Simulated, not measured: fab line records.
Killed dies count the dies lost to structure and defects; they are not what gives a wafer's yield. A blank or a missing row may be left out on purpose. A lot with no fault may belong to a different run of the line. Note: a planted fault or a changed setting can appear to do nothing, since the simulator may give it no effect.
Chamber matching    flow nandHarc    NHARC_THIN_TSV_DEP_47 on pecvd-01 has 3 sister chambers
The step deposits SiO2, target thk 200 nm. 3 wafers are shown with their chamber, then 12 later ones without.

## WAFERS, EACH WITH ITS CHAMBER
wafer   chamber  throttleValvePct (%)
L090.4  1        15.8
L090.5  0        15.4
L090.6  2        16.4

## WAFERS MISSING THEIR CHAMBER
wafer   throttleValvePct (%)
L091.1  15.5
L091.3  16.6
L091.5  15.6
L087.1  15.3
L087.4  15.3
L087.6  15.6
L089.1  15.2
L089.3  16.4
L089.6  16.4
L096.2  16.6
L096.3  15.6
L096.4  15.4

## WHICH CHAMBER EACH ONE RAN IN
wafer    from the rows above       in truth
L091.1   can't be placed: 0 or 1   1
L091.3   2                         2
L091.5   can't be placed: 0 or 1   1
L087.1   0                         0
L087.4   0                         0
L087.6   can't be placed: 0 or 1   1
L089.1   0                         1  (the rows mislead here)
L089.3   2                         2
L089.6   2                         2
L096.2   2                         2
L096.3   can't be placed: 0 or 1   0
L096.4   0                         0
Correct placement for 7 of the 12. Cannot be placed on the basis of these rows: 4; the candidates contain the true chamber in 4. 1 placed wrongly.
How it was worked out, from the rows above alone: a wafer's distance from a chamber is the root of the sum, over the readings, of the square of ((its reading less the chamber's mean) divided by the reading's scatter). If the next closest chamber is less than 2 further off than the closest, the wafer can't be placed; otherwise it belongs to the closest. For every chamber, the mean is computed from those of its wafers that are shown. The scatter: with one shown wafer a chamber, the root of the mean of the squares of how far each hidden wafer lies from its nearest shown one.
